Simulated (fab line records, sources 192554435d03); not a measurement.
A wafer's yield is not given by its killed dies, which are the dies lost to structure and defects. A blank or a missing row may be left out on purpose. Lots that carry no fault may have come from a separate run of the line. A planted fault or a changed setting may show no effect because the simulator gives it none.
fab line records	flow n5_finfet
record lots=7	wafers=39
route steps=1938 shown BEOL_M8@1332 BEOL_M9@1417 BEOL_M11@1578 MIM_TOP@1838
start_h: hours from the record's first day to the start of the lot's first wafer shown	wait_h: hours since the lot's step before	" repeats the value in the row above	L1.1+2: a row that stands for several wafers	- no value, or no start was given	* or withheld: withheld	< > ~ a bound
route shown NAME@n: names a module that has steps shown in the file, with the first one's number in the route	usual: mean and standard deviation over wafers with no fault	same: alike in all rows	chamber/n: place in a boat	sites: each site's reading	_std_site: standard deviation across them	_edge_site: the outer-site mean with the inner-site mean subtracted	radius_mm: how far each site lies from the wafer's centre	mask NAME#n: copy n	behind: tool/chamber where the wafer was last shaped	hold: cause of the lot's hold/its duration in hours/its outcome	device: names the non-switching transistor (n, p or np)	end of line: tests run on the same wafers once the route is complete	a step without rows: its recipe alone	killed: the dies lost at the first sort to structure and to defects; this is not the yield of the wafer	map: shows each die of a wafer: x if killed, . if not, _ if none is there
set.NAME: the setting that was run; set.NAME@STEP: the one run at that earlier step	model.NAME: the simulator's own value behind a step, which no gauge read
lots with deliberately changed settings; one table per step, one row per wafer
## steps
# step N5_BEOL_M8_ILD_DEP_00
# recipe material=SiCOH_lowk	target_thk_a=1797.5	temp_c=300	precursor=DEMS/porogen	pressure_torr=5	rf_w=500	time_s=33.4
lot.wafer	tool	chamber	start_h	wait_h	set.target_thk_a	model.SiCOH_lowk_of_BEOL_M8_ILD_DEP_00.thk_nm
L081.1	pecvd-03	1	242.76	0.0	2140	212
L081.2	"	0	"	"	2140	211.4
L081.3	"	2	"	"	1797.5	179
L081.4	"	0	"	"	1797.5	180.2
L081.5	"	1	"	"	1797.5	180
L081.6	"	2	"	"	2140	215.2
L085.1	pecvd-04	0	255.81	0.0	1797.5	175.2
L085.2	"	1	"	"	1797.5	181
L085.3	"	2	"	"	1797.5	178.4
L085.4	"	2	"	"	1797.5	181.8
L085.5	"	1	"	"	1797.5	180
L085.6	"	0	"	"	1797.5	177.4
L086.1	pecvd-04	1	274.64	0.0	1797.5	178.8
L086.2	"	0	"	"	1310	128
L086.3	"	2	"	"	1797.5	180.4
L086.4	"	1	"	"	1797.5	180.2
L086.5	"	2	"	"	1310	134.4
L086.6	"	0	"	"	1310	129.4
L089.1	pecvd-02	1	285.58	0.0	2181	216
L089.2	"	2	"	"	2181	213.6
L089.3	"	2	"	"	1797.5	181
L089.4	"	1	"	"	1797.5	179.4
L089.5	"	2	"	"	1797.5	180.6
L089.6	"	1	"	"	2181	219
L090.1	pecvd-04	1	295.28	0.0	1797.5	177.4
L090.2	"	2	"	"	1040	105.6
L090.3	"	0	"	"	1040	100.2
L090.4	"	2	"	"	1040	106.4
L090.5	"	0	"	"	1797.5	178.8
L090.6	"	1	"	"	1797.5	179.4
L091.1	pecvd-04	2	301.50	0.0	1797.5	179.6
L091.2	"	0	"	"	1797.5	176
L091.5	"	1	"	"	1797.5	180.2
L092.1	pecvd-02	0	305.19	0.0	1797.5	179.4
L092.2	"	1	"	"	2287	224.4
L092.3	"	2	"	"	1797.5	175.6
L092.4	"	2	"	"	1797.5	175.4
L092.5	"	1	"	"	2287	227.6
L092.6	"	0	"	"	2287	231.2
# step N5_BEOL_M8_CURE_74
# recipe temp_c=385	time_s=240	ambient=He/Ar	material=SiCOH_lowk
lot.wafer	tool	chamber	start_h	wait_h	set.target_thk_a@BEOL_M8_ILD_DEP_00	model.SiCOH_lowk_of_BEOL_M8_ILD_DEP_00.thk_nm
L081.1	uv_cure-03	1	242.82	0.0	2140	183.2
L081.2	"	1	"	"	2140	182.6
L081.3	"	1	"	"	1797.5	154.2
L081.4	"	1	"	"	1797.5	155.4
L081.5	"	1	"	"	1797.5	155.2
L081.6	"	1	"	"	2140	186
L085.1	uv_cure-03	0	255.88	0.0	1797.5	151
L085.2	"	0	"	"	1797.5	156.2
L085.3	"	0	"	"	1797.5	154
L085.4	"	0	"	"	1797.5	156.8
L085.5	"	0	"	"	1797.5	155.2
L085.6	"	0	"	"	1797.5	153
L086.1	uv_cure-03	0	274.70	0.0	1797.5	154.2
L086.2	"	0	"	"	1310	110
L086.3	"	0	"	"	1797.5	155.6
L086.4	"	0	"	"	1797.5	155.4
L086.5	"	0	"	"	1310	115.6
L086.6	"	0	"	"	1310	111.2
L089.1	uv_cure-02	1	285.67	0.1	2181	186.6
L089.2	"	1	"	"	2181	184.4
L089.3	"	1	"	"	1797.5	156.2
L089.4	"	1	"	"	1797.5	154.8
L089.5	"	1	"	"	1797.5	155.8
L089.6	"	1	"	"	2181	189.4
L090.1	uv_cure-02	2	295.35	0.0	1797.5	153
L090.2	"	2	"	"	1040	90.6
L090.3	"	2	"	"	1040	86
L090.4	"	2	"	"	1040	91.4
L090.5	"	2	"	"	1797.5	154.2
L090.6	"	2	"	"	1797.5	154.6
L091.1	uv_cure-01	0	301.75	0.2	1797.5	154.8
L091.2	"	0	"	"	1797.5	151.8
L091.5	"	0	"	"	1797.5	155.4
L092.1	uv_cure-03	1	305.33	0.1	1797.5	154.8
L092.2	"	1	"	"	2287	194
L092.3	"	1	"	"	1797.5	151.4
L092.4	"	1	"	"	1797.5	151.2
L092.5	"	1	"	"	2287	196.8
L092.6	"	1	"	"	2287	200
# step N5_BEOL_M8_THK_MEAS_01
# recipe reads=SiCOH_lowk_of_BEOL_M8_ILD_DEP_00
# usual M8_ILD_THK=154.6/2.2
lot.wafer	tool	chamber	start_h	wait_h	set.target_thk_a@BEOL_M8_ILD_DEP_00	M8_ILD_THK[nm]
L081.1	film_metro-02	-	243.34	0.4	2140	183.2
L081.2	"	-	"	"	2140	182.7
L081.3	"	-	"	"	1797.5	154.3
L081.4	"	-	"	"	1797.5	155.4
L081.5	"	-	"	"	1797.5	155.3
L081.6	"	-	"	"	2140	186.0
L085.1	film_metro-01	-	256.39	0.4	1797.5	151.0
L085.2	"	-	"	"	1797.5	156.0
L085.3	"	-	"	"	1797.5	153.9
L085.4	"	-	"	"	1797.5	156.8
L085.5	"	-	"	"	1797.5	155.3
L085.6	"	-	"	"	1797.5	152.8
L086.1	film_metro-02	-	275.22	0.4	1797.5	154.1
L086.2	"	-	"	"	1310	110.0
L086.3	"	-	"	"	1797.5	155.6
L086.4	"	-	"	"	1797.5	155.5
L086.5	"	-	"	"	1310	115.4
L086.6	"	-	"	"	1310	111.3
L089.1	film_metro-01	-	286.66	0.8	2181	186.7
L089.2	"	-	"	"	2181	184.4
L089.3	"	-	"	"	1797.5	156.1
L089.4	"	-	"	"	1797.5	154.9
L089.5	"	-	"	"	1797.5	155.8
L089.6	"	-	"	"	2181	189.1
L090.1	film_metro-01	-	295.86	0.4	1797.5	152.9
L090.2	"	-	"	"	1040	90.6
L090.3	"	-	"	"	1040	86.0
L090.4	"	-	"	"	1040	91.3
L090.5	"	-	"	"	1797.5	154.1
L090.6	"	-	"	"	1797.5	154.6
L091.1	film_metro-01	-	302.27	0.4	1797.5	154.8
L091.2	"	-	"	"	1797.5	151.8
L091.5	"	-	"	"	1797.5	155.2
L092.1	film_metro-02	-	305.85	0.4	1797.5	154.6
L092.2	"	-	"	"	2287	194.0
L092.3	"	-	"	"	1797.5	151.4
L092.4	"	-	"	"	1797.5	151.2
L092.5	"	-	"	"	2287	196.8
L092.6	"	-	"	"	2287	199.8
# step N5_BEOL_M9_DESCUM_16
# recipe chemistry=O2	time_s=7.9	source_power_w=50	bias_power_w=20	pressure_mtorr=20	rf_frequency_hz=2.712e+07	temp_c=40	resist=CAR-ArF	o2_flow_sccm=225
lot.wafer	tool	chamber	start_h	wait_h	set.time_s	model.CAR-ArF_of_BEOL_M9_COAT_05.thk_nm
L081.1	rie_diel-01	2	251.43	0.2	7.9	83.2
L081.2+4	"	1,0	"	"	7.9	83.4
L081.3+5	"	3,2	"	"	12.44	80.6
L081.6	"	3	"	"	12.44	80.4
L085.1+4+6	rie_diel-01	0,3,0	266.24	0.0	7.9	83.2
L085.2+3+5	"	1,2,1	"	"	7.9	83.4
L086.1+2+3	rie_diel-05	1,0,2	287.03	0.0	7.9	83.6
L086.4+5+6	"	3,3,0	"	"	7.9	83.4
L089.1+5	rie_diel-01	1	299.17	0.1	10.16	82.2
L089.2+6	"	0	"	"	7.9	83.2
L089.3	"	3	"	"	7.9	83.4
L089.4	"	2	"	"	10.16	81.8
L090.1	rie_diel-05	0	307.75	0.6	4.743	85.2
L090.2+5	"	2,1	"	"	7.9	83.6
L090.3+6	"	1,2	"	"	4.743	85.4
L090.4	"	3	"	"	7.9	83.4
L091.1	rie_diel-05	3	312.87	0.0	7.9	83.6
L091.2+5	"	1,2	"	"	7.9	83.4
L092.1+5	rie_diel-04	0	315.67	0.3	7.9	83.6
L092.2+3+4+6	"	1,3,2,3	"	"	7.9	83.4
# step N5_BEOL_M11_TRENCH_ETCH_37
# recipe chemistry=C4F6/O2	target_depth_a=1488.3	target=SiCOH_lowk	time_s=48	ion_energy_ev=250	pressure_mtorr=30	source_w=345	bias_w=185	Ar_flow_sccm=300	C4F6_flow_sccm=10	O2_flow_sccm=10
lot.wafer	tool	chamber	start_h	wait_h	set.time_s	model.etch.depth_nm	model.BEOL_M11.feature_depth_nm	model.TiN_of_BEOL_M11_HM_DEP_02.thk_nm
L081.1	rie_diel-01	0	-	-	48	147.5	147.4	16
L081.2	"	3	"	"	48	149.3	149.4	15.8
L081.3	"	2	"	"	36.27	113.6	113.6	16.8
L081.4	"	1	"	"	36.27	110.2	110.2	17
L081.5	"	1	"	"	48	145.5	145.4	16.2
L081.6	"	2	"	"	36.27	113.7	113.6	17
L085.1	rie_diel-01	0	-	-	48	147.4	147.4	15.6
L085.2	"	3	"	"	48	148.3	148.4	15.8
L085.3	"	1	"	"	48	145.8	145.8	15.6
L085.4	"	2	"	"	28.2	88.43	88.4	17.2
L085.5	"	3	"	"	28.2	86.8	86.8	17.2
L085.6	"	2	"	"	28.2	88.63	88.6	17.2
L086.1	rie_diel-01	3	-	-	48	147.6	147.6	15.8
L086.2	"	1	"	"	57.77	173.3	173.2	15.4
L086.3	"	2	"	"	57.77	179.3	179.4	14.8
L086.4	"	0	"	"	57.77	175.8	175.8	15
L086.5	"	1	"	"	48	144	144	15.8
L086.6	"	0	"	"	48	146.1	146	15.8
L089.1	rie_diel-01	0	-	-	31.13	95.4	95.4	17.8
L089.2	"	1	"	"	48	144.8	144.8	16.4
L089.3	"	3	"	"	31.13	97.17	97.2	17.8
L089.4	"	2	"	"	48	152.5	152.6	16
L089.5	"	2	"	"	31.13	98.14	98.2	17.6
L089.6	"	3	"	"	48	149.2	149.2	16.2
L090.1	rie_diel-01	0	-	-	30.39	92.47	92.4	17.4
L090.2	"	1	"	"	30.39	92.04	92	17.8
L090.3	"	3	"	"	30.39	93.34	93.4	17.8
L090.4	"	2	"	"	48	151.6	151.6	16.2
L090.5	"	0	"	"	48	146.6	146.6	16.2
L090.6	"	3	"	"	48	148.3	148.4	16
L091.1	rie_diel-04	0	-	-	48	147.3	147.2	15.8
L091.2	"	1	"	"	48	151.3	151.2	15.2
L091.5	"	3	"	"	48	151.3	151.4	15.6
L092.1	rie_diel-05	2	-	-	24.4	73.93	74	18
L092.2	"	3	"	"	48	140.3	140.2	16
L092.3	"	1	"	"	24.4	73.73	73.8	18
L092.4+6	"	2,1	"	"	48	146.1	146.2	16
L092.5	"	3	"	"	24.4	70.93	71	18
# step N5_BEOL_M11_ETCH_41
# recipe chemistry=CH3F/O2	target=SiCN	target_depth_a=426	taper_deg=2	time_s=86	ion_energy_ev=120	mask_material=TiN	pressure_mtorr=30	source_w=395	bias_w=75	Ar_flow_sccm=150	CH3F_flow_sccm=30	O2_flow_sccm=20
# step N5_BEOL_M11_STRIP_77
# recipe chemistry=N2/H2	time_s=10	power_w=450	temp_c=40	pressure_mtorr=20	rf_frequency_hz=6e+07	bias_power_w=7	n2_flow_sccm=200	h2_flow_sccm=200
# step N5_BEOL_M11_OCD_MEAS_38
# usual trench_depth_nm=148/3.3
lot.wafer	tool	chamber	start_h	wait_h	set.time_s@BEOL_M11_TRENCH_ETCH_37	trench_depth_nm
L081.1	ocd-01	-	269.07	-	48	148
L081.2	"	-	"	"	48	149
L081.3	"	-	"	"	36.27	114
L081.4	"	-	"	"	36.27	110
L081.5	"	-	"	"	48	145
L081.6	"	-	"	"	36.27	114
L085.1	ocd-02	-	286.36	-	48	147
L085.2	"	-	"	"	48	148
L085.3	"	-	"	"	48	145
L085.4	"	-	"	"	28.2	88
L085.5	"	-	"	"	28.2	87
L085.6	"	-	"	"	28.2	89
L086.1	ocd-01	-	307.32	-	48	147
L086.2	"	-	"	"	57.77	173
L086.3	"	-	"	"	57.77	179
L086.4	"	-	"	"	57.77	176
L086.5	"	-	"	"	48	144
L086.6	"	-	"	"	48	146
L089.1	ocd-02	-	315.84	-	31.13	96
L089.2	"	-	"	"	48	144
L089.3	"	-	"	"	31.13	97
L089.4	"	-	"	"	48	152
L089.5	"	-	"	"	31.13	98
L089.6	"	-	"	"	48	149
L090.1	ocd-02	-	324.61	-	30.39	93
L090.2	"	-	"	"	30.39	92
L090.3	"	-	"	"	30.39	93
L090.4	"	-	"	"	48	152
L090.5	"	-	"	"	48	146
L090.6	"	-	"	"	48	148
L091.1	ocd-02	-	329.55	-	48	147
L091.2	"	-	"	"	48	151
L091.5	"	-	"	"	48	151
L092.1	ocd-02	-	333.47	-	24.4	74
L092.2	"	-	"	"	48	139
L092.3	"	-	"	"	24.4	73
L092.4	"	-	"	"	48	145
L092.5	"	-	"	"	24.4	71
L092.6	"	-	"	"	48	146
# step N5_BEOL_M11_HM_STRIP_39
# recipe chemistry=peroxide_tin_strip	material=TiN	target_depth_a=250	temp_c=50	time_s=158
# step N5_BEOL_M11_SRD_40
# recipe time_s=30	temp_c=23	rinse_liquid=diw	dry=ipa_marangoni
# step N5_BEOL_M11_ECD_50
# recipe material=Cu	target_thk_a=3180
# step N5_BEOL_M11_ANNEAL_51
# recipe temp_c=225	time_s=90	ambient=N2
# step N5_BEOL_M11_CMP_52
# recipe stop_on=SiCOH_lowk	t_overpolish_s=7	down_force_psi=1	platen_rpm=50	clearing_platen_down_force_psi=1.5	clearing_platen_rpm=50	post_cmp_clean=cu_alkaline	target_thk_nm=140	clearing_platen_pad_velocity_m_s=0.99484	pad_velocity_m_s=0.99484
lot.wafer	tool	chamber	start_h	wait_h	set.time_s@BEOL_M11_TRENCH_ETCH_37	model.Cu_of_BEOL_M11_ECD_50.thk_nm
L081.2	cmp-02	0	270.98	0.2	48	140.4
L081.4	"	1	"	"	36.27	100
L081.1	"	2	"	"	48	137.6
L081.3	"	3	"	"	36.27	108
L081.5	"	0	"	"	48	135.6
L081.6	"	1	"	"	36.27	103.4
L085.4	cmp-02	1	288.76	0.1	28.2	78
L085.2	"	2	"	"	48	138.2
L085.1	"	3	"	"	48	139.2
L085.3	"	0	"	"	48	136.6
L085.6	"	1	"	"	28.2	76.6
L085.5	"	2	"	"	28.2	77.4
L086.1	cmp-03	0	309.55	0.3	48	138.4
L086.2	"	1	"	"	57.77	163.8
L086.4	"	2	"	"	57.77	164.6
L086.3	"	3	"	"	57.77	171.8
L086.5	"	0	"	"	48	135.4
L086.6	"	1	"	"	48	136.4
L089.4	cmp-02	3	318.62	0.3	48	146
L089.3	"	0	"	"	31.13	90.6
L089.1	"	1	"	"	31.13	85.4
L089.2	"	2	"	"	48	135.6
L089.5	"	3	"	"	31.13	91.6
L089.6	"	0	"	"	48	141.2
L090.1	cmp-02	0	327.16	0.4	30.39	83
L090.4	"	1	"	"	48	140.2
L090.3	"	2	"	"	30.39	83.2
L090.2	"	3	"	"	30.39	85
L090.6	"	0	"	"	48	137.4
L090.5	"	1	"	"	48	137.2
L091.1	cmp-02	1	331.63	0.3	48	136.4
L091.2	"	3	"	"	48	145
L091.5	"	1	"	"	48	139.8
L092.2	cmp-03	1	336.13	0.2	48	132.4
L092.1	"	2	"	"	24.4	63.8
L092.3	"	3	"	"	24.4	65.4
L092.4	"	0	"	"	48	137
L092.6	"	1	"	"	48	136.4
L092.5	"	2	"	"	24.4	59.4
# step N5_BEOL_M11_THK_MEAS_53
# recipe thk_meas_gauge=xrf	reads=Cu_of_BEOL_M11_ECD_50
# usual M11_THK=141/3.9
lot.wafer	tool	chamber	start_h	wait_h	set.time_s@BEOL_M11_TRENCH_ETCH_37	M11_THK[nm]
L081.1	film_metro-01	-	271.27	-	48	139
L081.2	"	-	"	"	48	143
L081.3	"	-	"	"	36.27	110
L081.4	"	-	"	"	36.27	101
L081.5	"	-	"	"	48	138
L081.6	"	-	"	"	36.27	105
L085.1	film_metro-01	-	289.05	-	48	141
L085.2	"	-	"	"	48	140
L085.3	"	-	"	"	48	139
L085.4	"	-	"	"	28.2	79
L085.5	"	-	"	"	28.2	79
L085.6	"	-	"	"	28.2	78
L086.1	film_metro-02	-	309.84	-	48	139
L086.2	"	-	"	"	57.77	165
L086.3	"	-	"	"	57.77	173
L086.4	"	-	"	"	57.77	166
L086.5	"	-	"	"	48	137
L086.6	"	-	"	"	48	137
L089.1	film_metro-02	-	318.91	-	31.13	86
L089.2	"	-	"	"	48	135
L089.3	"	-	"	"	31.13	91
L089.4	"	-	"	"	48	147
L089.5	"	-	"	"	31.13	92
L089.6	"	-	"	"	48	141
L090.1	film_metro-01	-	327.46	-	30.39	84
L090.2	"	-	"	"	30.39	87
L090.3	"	-	"	"	30.39	85
L090.4	"	-	"	"	48	143
L090.5	"	-	"	"	48	140
L090.6	"	-	"	"	48	140
L091.1	film_metro-01	-	331.93	-	48	139
L091.2	"	-	"	"	48	147
L091.5	"	-	"	"	48	142
L092.1	film_metro-02	-	336.42	-	24.4	64
L092.2	"	-	"	"	48	133
L092.3	"	-	"	"	24.4	66
L092.4	"	-	"	"	48	137
L092.5	"	-	"	"	24.4	59
L092.6	"	-	"	"	48	137
# step N5_BEOL_M11_PRE_CLEAN_55
# recipe gas=NH3	time_s=15	temp_c=withheld	rf_power_w=300
# step N5_BEOL_M11_DEP_56
# recipe material=SiCN	target_thk_a=300	temp_c=withheld	precursor=3MS/NH3	pressure_torr=3	rf_w=675	time_s=10.5
# step N5_BEOL_M11_RS_MEAS_57
# recipe thk_meas_gauge=four-point-probe	reads=Cu_of_BEOL_M11_ECD_50+Co_of_BEOL_M11_CVD_75+TaN_of_BEOL_M11_ALD_74
# usual M11_RS=0.152/0.0043
lot.wafer	tool	chamber	start_h	wait_h	set.time_s@BEOL_M11_TRENCH_ETCH_37	M11_RS[ohm/sq]
L081.1	film_metro-01	-	271.42	0.1	48	0.154
L081.2	"	-	"	"	48	0.151
L081.3	"	-	"	"	36.27	0.202
L081.4	"	-	"	"	36.27	0.220
L081.5	"	-	"	"	48	0.156
L081.6	"	-	"	"	36.27	0.212
L085.1	film_metro-01	-	289.18	0.0	48	0.152
L085.2	"	-	"	"	48	0.153
L085.3	"	-	"	"	48	0.155
L085.4	"	-	"	"	28.2	0.294
L085.5	"	-	"	"	28.2	0.296
L085.6	"	-	"	"	28.2	0.300
L086.1	film_metro-02	-	309.97	0.0	48	0.152
L086.2	"	-	"	"	57.77	0.127
L086.3	"	-	"	"	57.77	0.121
L086.4	"	-	"	"	57.77	0.126
L086.5	"	-	"	"	48	0.157
L086.6	"	-	"	"	48	0.155
L089.1	film_metro-02	-	319.07	0.1	31.13	0.264
L089.2	"	-	"	"	48	0.157
L089.3	"	-	"	"	31.13	0.246
L089.4	"	-	"	"	48	0.144
L089.5	"	-	"	"	31.13	0.243
L089.6	"	-	"	"	48	0.149
L090.1	film_metro-02	-	327.58	0.0	30.39	0.273
L090.2	"	-	"	"	30.39	0.265
L090.3	"	-	"	"	30.39	0.272
L090.4	"	-	"	"	48	0.151
L090.5	"	-	"	"	48	0.154
L090.6	"	-	"	"	48	0.154
L091.1	film_metro-02	-	332.05	0.0	48	0.155
L091.2	"	-	"	"	48	0.145
L091.5	"	-	"	"	48	0.151
L092.1	film_metro-02	-	336.55	0.0	24.4	0.373
L092.2	"	-	"	"	48	0.160
L092.3	"	-	"	"	24.4	0.362
L092.4	"	-	"	"	48	0.154
L092.5	"	-	"	"	24.4	0.407
L092.6	"	-	"	"	48	0.155
# step N5_MIM_TOP_SPUTTER_03
# recipe material=TiN	target_thk_a=350	temp_c=200	power_w=3000	chamber_pressure_pa=0.49996	gas=Ar	reactive_partial_pa=0.37997	time_s=89.7
lot.wafer	tool	chamber	start_h	wait_h	set.target_thk_a	model.TiN_of_MIM_TOP_SPUTTER_03.thk_nm
L081.1	pvd_sputter-02	-	294.79	0.0	350	34.8
L081.2	"	-	"	"	456.4	45.4
L081.3	"	-	"	"	456.4	44.8
L081.4	"	-	"	"	350	34.2
L081.5	"	-	"	"	350	34.4
L081.6	"	-	"	"	456.4	44.6
L085.1	pvd_sputter-02	-	316.03	0.0	350	35.4
L085.2	"	-	"	"	444.7	44.2
L085.3	"	-	"	"	350	35.6
L085.4	"	-	"	"	350	34.8
L085.5	"	-	"	"	444.7	45
L085.6	"	-	"	"	444.7	44.4
L086.1	pvd_sputter-02	-	335.76	0.0	193.3	19
L086.2	"	-	"	"	193.3	18.4
L086.3	"	-	"	"	350	34.8
L086.4	"	-	"	"	350	34
L086.5	"	-	"	"	193.3	19.2
L086.6	"	-	"	"	350	34.4
L089.1	pvd_sputter-01	-	346.33	0.0	518.7	51.2
L089.2+4	"	-	"	"	350	35
L089.3	"	-	"	"	518.7	52
L089.5	"	-	"	"	350	34.8
L089.6	"	-	"	"	518.7	51
L090.1	pvd_sputter-03	-	353.33	0.0	200	20
L090.2	"	-	"	"	200	19.8
L090.3+5	"	-	"	"	350	35
L090.4	"	-	"	"	350	35.2
L090.6	"	-	"	"	200	20.2
L091.1+2	pvd_sputter-03	-	360.41	0.0	350	35.2
L091.5	"	-	"	"	350	35
L092.1	pvd_sputter-01	-	363.47	0.0	199.1	20.2
L092.2+4	"	-	"	"	350	35.2
L092.3	"	-	"	"	199.1	19.4
L092.5	"	-	"	"	350	35.4
L092.6	"	-	"	"	199.1	19.6
## key
split step=N5_BEOL_M8_ILD_DEP_00	setting=target_thk_a	stated=1797.5	by=wafer
response step=N5_BEOL_M8_ILD_DEP_00	reading=model.SiCOH_lowk_of_BEOL_M8_ILD_DEP_00.thk_nm	change=+1.78	per=1%	r=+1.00
response step=N5_BEOL_M8_CURE_74	reading=model.SiCOH_lowk_of_BEOL_M8_ILD_DEP_00.thk_nm	change=+1.55	per=1%	r=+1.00
response step=N5_BEOL_M8_THK_MEAS_01	reading=M8_ILD_THK	change=+1.55	per=1%	r=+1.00
split step=N5_BEOL_M9_DESCUM_16	setting=time_s	stated=7.9	by=wafer
response step=N5_BEOL_M9_DESCUM_16	reading=model.CAR-ArF_of_BEOL_M9_COAT_05.thk_nm	change=-0.0467	per=1%	r=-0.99
split step=N5_BEOL_M11_TRENCH_ETCH_37	setting=time_s	stated=48	by=wafer
response step=N5_BEOL_M11_TRENCH_ETCH_37	reading=model.etch.depth_nm	change=+1.47	per=1%	r=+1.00
response step=N5_BEOL_M11_TRENCH_ETCH_37	reading=model.BEOL_M11.feature_depth_nm	change=+1.47	per=1%	r=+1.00
response step=N5_BEOL_M11_TRENCH_ETCH_37	reading=model.TiN_of_BEOL_M11_HM_DEP_02.thk_nm	change=-0.0401	per=1%	r=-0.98
response step=N5_BEOL_M11_OCD_MEAS_38	reading=trench_depth_nm	change=+1.46	per=1%	r=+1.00
response step=N5_BEOL_M11_CMP_52	reading=model.Cu_of_BEOL_M11_ECD_50.thk_nm	change=+1.47	per=1%	r=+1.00
response step=N5_BEOL_M11_THK_MEAS_53	reading=M11_THK	change=+1.48	per=1%	r=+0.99
response step=N5_BEOL_M11_RS_MEAS_57	reading=M11_RS	change=-0.00348	per=1%	r=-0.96
split step=N5_MIM_TOP_SPUTTER_03	setting=target_thk_a	stated=350	by=wafer
response step=N5_MIM_TOP_SPUTTER_03	reading=model.TiN_of_MIM_TOP_SPUTTER_03.thk_nm	change=+0.349	per=1%	r=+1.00
